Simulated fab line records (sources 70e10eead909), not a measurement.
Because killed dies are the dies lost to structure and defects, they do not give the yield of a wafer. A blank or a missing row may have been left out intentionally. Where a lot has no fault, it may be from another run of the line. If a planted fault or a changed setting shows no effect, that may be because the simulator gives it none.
Which tool did it?	flow nand-harc	13 lots, 39 wafers sampled, at 5 steps of a route of 1159

== WHAT THE GAUGES READ, wafer by wafer ==
NHARC_A_ONON_D1_THK_MEAS_27: measures by ellipsometry. Usual: thk-nm 1000 nm, standard deviation 8.7.
lot	measured	on	thk-nm (nm)	flag
L176	day 8 15:43	film-metro-02	990 992 993	
L179	day 8 15:51	film-metro-01	999 998 1000	
L180	day 9 06:33	film-metro-01	994 993 993	
L182	day 9 17:07	film-metro-02	1000 1001 1002	
L183	day 9 17:07	film-metro-01	992 991 991	
L185	day 10 11:31	film-metro-02	991 992 992	
L190	day 11 08:22	film-metro-02	981 980 980	
L187	day 11 13:21	film-metro-01	1636 1636 1637	OFF
L188	day 12 00:34	film-metro-01	1619 1620 1621	OFF
L193	day 12 09:25	film-metro-02	1005 1005 1004	
L196	day 12 15:47	film-metro-02	1003 1003 1004	
L195	day 12 15:49	film-metro-01	1005 1003 1005	
L198	day 13 15:52	film-metro-02	1006 1004 1004	

NHARC_END_SORT_01. Usual: killed-at-array 29, standard deviation 12; killed-at-other 0.7, standard deviation 1; killed-at-periphery 4, standard deviation 3.2; killed-dies 34, standard deviation 12; killed-open 3.4, standard deviation 2; killed-short 1.8, standard deviation 1.3.
lot	measured	on	killed-at-array	killed-at-other	killed-at-periphery	killed-dies	killed-open	killed-short	flag
L187	day 22 02:01	prober-02	671 673 672	1 0 0	5 4 5	677 677 677	1 1 0	0 2 2	OFF
L188	day 23 03:43	prober-01	674 676 676	0 1 0	3 0 1	677 677 677	2 1 2	0 2 2	OFF

== WHAT TOOL EACH LOT RAN ON (gives the tool, then ch and the chambers of the sampled wafers, and finally the start) ==
lot	NHARC_P_BONDPAD_ACTIVATE_29	NHARC_A_ONON_D1_DEP_25	NHARC_A_CHANNEL_HOLE_D1_DEP_01
L176	rie-diel-05 ch 0,1,2, day 6 23:32	pecvd-onon-01 ch 0, day 8 15:16	pecvd-03 ch 0,1,2, day 8 18:49
L179	rie-diel-01 ch 0,2,3, day 7 06:01	pecvd-onon-03 ch 0, day 8 15:24	pecvd-04 ch 0,1,2, day 8 18:57
L180	rie-diel-01 ch 1,2,3, day 7 18:20	pecvd-onon-02 ch 0, day 9 06:03	pecvd-01 ch 0,1,2, day 9 11:50
L182	rie-diel-01 ch 0,2,3, day 8 02:28	pecvd-onon-03 ch 0, day 9 16:36	pecvd-03 ch 1,2, day 9 20:14
L183	rie-diel-01 ch 2,3, day 8 05:29	pecvd-onon-01 ch 0, day 9 16:40	pecvd-04 ch 0,1,2, day 9 20:22
L185	rie-diel-01 ch 0,2,3, day 8 23:50	pecvd-onon-03 ch 0, day 10 11:03	pecvd-01 ch 0,1, day 10 19:24
L190	rie-diel-01 ch 0,1,3, day 9 18:38	pecvd-onon-03 ch 0, day 11 08:01	pecvd-01 ch 0,1,2, day 11 11:39
L187	rie-diel-01 ch 0,1, day 9 23:29	pecvd-onon-03 ch 0, day 11 12:54	-
L188	rie-diel-01 ch 1,2, day 10 11:45	pecvd-onon-03 ch 0, day 12 00:10	-
L193	rie-diel-01 ch 2,3, day 10 21:32	pecvd-onon-01 ch 0, day 12 08:58	pecvd-03 ch 1,2, day 12 14:59
L196	rie-diel-01 ch 0,1,3, day 11 04:11	pecvd-onon-01 ch 0, day 12 15:20	pecvd-04 ch 0,2, day 12 18:53
L195	rie-diel-01 ch 0,2,3, day 11 06:26	pecvd-onon-02 ch 0, day 12 15:25	pecvd-01 ch 0,1, day 12 20:24
L198	rie-diel-01 ch 1,2, day 12 03:59	pecvd-onon-01 ch 0, day 13 15:25	pecvd-01 ch 0,1, day 13 23:05
- NHARC_P_BONDPAD_ACTIVATE_29: chemistry N2, time 60 s.
- NHARC_A_ONON_D1_DEP_25: target thk 1000 nm.
- NHARC_A_CHANNEL_HOLE_D1_DEP_01: deposits SiON, target thk 140 nm.

== AS READ BY THE TOOLS THEMSELVES (means over the sampled wafers that have a number; for cases with no such wafer, the mark the record gives instead) ==
NHARC_P_BONDPAD_ACTIVATE_29. Usual: drypump-motor-current-A 6.0 A, standard deviation 0.61; oes-product-au 0.997 a.u., standard deviation 0.0069; rf-vpp-V 64.5 V, standard deviation 0.92; showerhead-plenum-p-Torr 1.83 Torr, standard deviation 0.046.
lot	tool	drypump-motor-current-A (A)	oes-product-au (a.u.)	rf-vpp-V (V)	showerhead-plenum-p-Torr (Torr)	flag
L176	rie-diel-05	6.0	1.002	64.5	1.82	
L179	rie-diel-01	6.0	0.989	65.1	1.84	
L180	rie-diel-01	5.8	0.999	63.7	1.85	
L182	rie-diel-01	6.0	1.001	65.0	1.84	
L183	rie-diel-01	6.1	1.003	64.8	1.83	
L185	rie-diel-01	6.0	0.994	64.0	1.83	
L190	rie-diel-01	6.4	1.002	64.6	1.83	
L187	rie-diel-01	6.1	1.001	64.4	1.85	
L188	rie-diel-01	5.2	0.993	64.5	1.87	
L193	rie-diel-01	5.5	0.997	64.7	1.85	
L196	rie-diel-01	6.4	0.998	64.1	1.83	
L195	rie-diel-01	6.0	0.998	64.0	1.83	
L198	rie-diel-01	5.5	1.004	63.7	1.86	

NHARC_A_ONON_D1_DEP_25. Usual: nh3-flow-sccm 500.1 sccm, standard deviation 1.5.
lot	tool	nh3-flow-sccm (sccm)	flag
L176	pecvd-onon-01	502.1	
L179	pecvd-onon-03	501.1	
L180	pecvd-onon-02	499.8	
L182	pecvd-onon-03	499.7	
L183	pecvd-onon-01	500.3	
L185	pecvd-onon-03	499.8	
L190	pecvd-onon-03	500.2	
L187	pecvd-onon-03	499.7	
L188	pecvd-onon-03	500.1	
L193	pecvd-onon-01	501.1	
L196	pecvd-onon-01	499.9	
L195	pecvd-onon-02	497.8	
L198	pecvd-onon-01	499.9	

NHARC_A_CHANNEL_HOLE_D1_DEP_01. Usual: chamber-pressure-Torr 3.500 Torr, standard deviation 0.0077; heater-power-outer-w 442 W, standard deviation 63; heater-power-w 718 W, standard deviation 90; showerhead-vpp-V 1182 V, standard deviation 48.
lot	tool	chamber-pressure-Torr (Torr)	heater-power-outer-w (W)	heater-power-w (W)	showerhead-vpp-V (V)	flag
L176	pecvd-03	3.492	505	809	1224	
L179	pecvd-04	3.498	448	743	1142	
L180	pecvd-01	3.504	411	655	1183	
L182	pecvd-03	3.494	454	778	1235	
L183	pecvd-04	3.498	448	748	1141	
L185	pecvd-01	3.496	455	724	1151	
L190	pecvd-01	3.503	400	649	1191	
L193	pecvd-03	3.500	428	738	1221	
L196	pecvd-04	3.500	427	713	1137	
L195	pecvd-01	3.503	459	715	1154	
L198	pecvd-01	3.500	388	634	1161	

== THE ANSWER, worked out from the rows above alone ==
Rule: take the mean of a lot's wafers that have a number; if it is more than 3 standard deviations from the usual mean, the lot is off. A lot without any number at a reading at which 4 lots or more have one is off too. All remaining lots with rows at the step are treated as sound. Order of review: gauges by route order, followed by the tools' own readings, for which a lot's mean as printed above is used. The first step at which some lot is off is used, and at that step the reading that is off furthest; a lot without a number counts as furthest.
Off: L187, L188, at NHARC_A_ONON_D1_THK_MEAS_27 (thk-nm).
If a tool, at a process step before that reading, ran all the lots that are off and no sound lot after the first of them, it fits. The gauges at NHARC_A_ONON_D1_THK_MEAS_27 aren't tried: what is off there is off at NHARC_END_SORT_01 too, on other tools, and a gauge's error can't cause that. One fits: pecvd-onon-03 at NHARC_A_ONON_D1_DEP_25. Its last sound lot is L190 (day 11 08:01), its first lot that is off L187 (day 11 12:54): a fault that began between those two fits.

== WHAT WAS PUT IN BY THE SIMULATOR ==
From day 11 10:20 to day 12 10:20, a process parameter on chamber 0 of pecvd-onon-03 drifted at NHARC_A_ONON_D1_DEP_25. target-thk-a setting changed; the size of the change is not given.
Shown lots that were struck: L187, L188. The rule above reached the same finding.
